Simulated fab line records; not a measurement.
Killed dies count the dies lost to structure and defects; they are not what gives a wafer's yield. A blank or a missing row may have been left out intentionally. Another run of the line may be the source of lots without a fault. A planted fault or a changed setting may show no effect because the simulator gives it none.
Split-lot study	flow n5_finfet	21 wafers read across 7 lots, on a route 1938 steps long

## THE SPLIT ITSELF
At N5_BEOL_M9_COAT_60 (time 60 s, resist thk 30 nm), the setting spin_rpm was moved away from the recipe's 1500 rpm on 6 of the 21 wafers read, by -5.7% to +10.2%. The other wafers ran this setting at the recipe's value.

## FROM THE SPLIT TO THE READING: what the file shows between them, 6 steps
- N5_BEOL_M9_EXPOSE_08: exposes mask M9 (also split here: dose_mj)
- N5_BEOL_M9_PEB_09: peb time 60 s
- N5_BEOL_M9_DEVELOP_10: develop time 30 s
- N5_BEOL_M9_CD_MEAS_11: target cd 64.1 nm
- N5_BEOL_M9_DESCUM_16: chemistry O2, time 7.9 s
- N5_BEOL_M9_ETCH_61: etches SiARC in CF4, target depth 39 nm, time 65 s

## THE READING
SiARC_of_BEOL_M9_COAT_60.thk_nm (the simulator's own value, which no gauge read), in nm, at N5_BEOL_M9_ETCH_62 (etches SOC in N2/H2, target depth 110 nm, overetch 22 nm, time 165 s). The file does not state a usual value for it. Average 23.5 nm, standard deviation 0.22 nm, over the 15 wafers here run with the recipe.

wafer	tool, chamber at the split	spin_rpm as run, rpm	against the recipe	SiARC_of_BEOL_M9_COAT_60.thk_nm, nm	against lot-mates on the recipe
L075.1	litho_track-05, 0	1500	recipe	23.6	-
L075.5	litho_track-05, 0	1500	recipe	23.6	-
L075.4	litho_track-05, 0	1629	+8.6%	22	-1.6
L078.1	litho_track-01, 0	1500	recipe	23.8	-
L078.2	litho_track-01, 0	1500	recipe	23.4	-
L078.4	litho_track-01, 0	1500	recipe	23.4	-
L084.2	litho_track-05, 0	1414	-5.7%	24.4	+0.8
L084.3	litho_track-05, 0	1414	-5.7%	24.4	+0.8
L084.5	litho_track-05, 0	1500	recipe	23.6	-
L085.2	litho_track-01, 0	1500	recipe	23.2	-
L085.6	litho_track-01, 0	1500	recipe	23.2	-
L085.4	litho_track-01, 0	1604	+6.9%	22.2	-1.0
L089.1	litho_track-05, 0	1653	+10.2%	21.8	-1.6
L089.5	litho_track-05, 0	1653	+10.2%	21.8	-1.6
L089.4	litho_track-05, 0	1500	recipe	23.4	-
L096.1	litho_track-01, 0	1500	recipe	23.4	-
L096.2	litho_track-01, 0	1500	recipe	23.6	-
L096.3	litho_track-01, 0	1500	recipe	23.8	-
L097.2	litho_track-01, 0	1500	recipe	23.8	-
L097.4	litho_track-01, 0	1500	recipe	23.4	-
L097.6	litho_track-01, 0	1500	recipe	24	-

THE FIT
A straight line over all 21 wafers: SiARC_of_BEOL_M9_COAT_60.thk_nm changes by -0.17 nm for each +1% of spin_rpm; r = -0.96; the points scatter about the line by 0.21 nm.
The same after taking each lot's own level away (the mean of its wafers on the recipe; 21 wafers): -0.157 nm for each +1%; r = -0.98; scatter 0.16 nm.
That fit puts the effect of the largest move of spin_rpm on the reading at 1.6 nm.
The lots' own levels span 23.20 to 23.73 nm, that is 2.4 times the standard deviation above.
The two slopes are in agreement: the lot-to-lot level therefore moves the slope only a little.
Check: for one of the wafers moved furthest among these (+10.2%), held out of the fit, the line's prediction against its lot-mates is -1.62 nm. Against them it came out at -1.6 nm.

## THE OTHER SPLITS THESE WAFERS WENT THROUGH
Before the reading, these wafers also passed through other splits. Each is held against what the fit with the lots' levels taken away leaves over:
other split on the same wafers	wafers away from the commonest value	r with SiARC_of_BEOL_M9_COAT_60.thk_nm (lot level and that fit taken away)
N5_BEOL_M8_DESCUM_16 time_s	6	-0.03
N5_BEOL_M9_EXPOSE_08 dose_mj	8	+0.28

## THE WHOLE CHAIN: every reading that the file lists as answering this split, in the file's order
step	what it does	reading	change (the file's fit)	r (the file's)
N5_BEOL_M9_COAT_60	time 60 s, resist thk 30 nm	SiARC_of_BEOL_M9_COAT_60.thk_nm (the simulator's own value, which no gauge read)	-0.142 nm for each +1% of the setting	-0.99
N5_BEOL_M9_ETCH_61	etches SiARC in CF4, target depth 39 nm, time 65 s	CAR-ArF_of_BEOL_M9_COAT_05.thk_nm (the simulator's own value, which no gauge read)	+0.153 nm for each +1% of the setting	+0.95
N5_BEOL_M9_ETCH_61	etches SiARC in CF4, target depth 39 nm, time 65 s	etch.depth_nm (the simulator's own value, which no gauge read)	-0.147 nm for each +1% of the setting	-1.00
N5_BEOL_M9_ETCH_62	etches SOC in N2/H2, target depth 110 nm, overetch 22 nm, time 165 s	SiARC_of_BEOL_M9_COAT_60.thk_nm (the simulator's own value, which no gauge read)	-0.161 nm for each +1% of the setting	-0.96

## FILE'S OWN FIT
SiARC_of_BEOL_M9_COAT_60.thk_nm changes by -0.161 nm for each +1% of spin_rpm, r = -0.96.
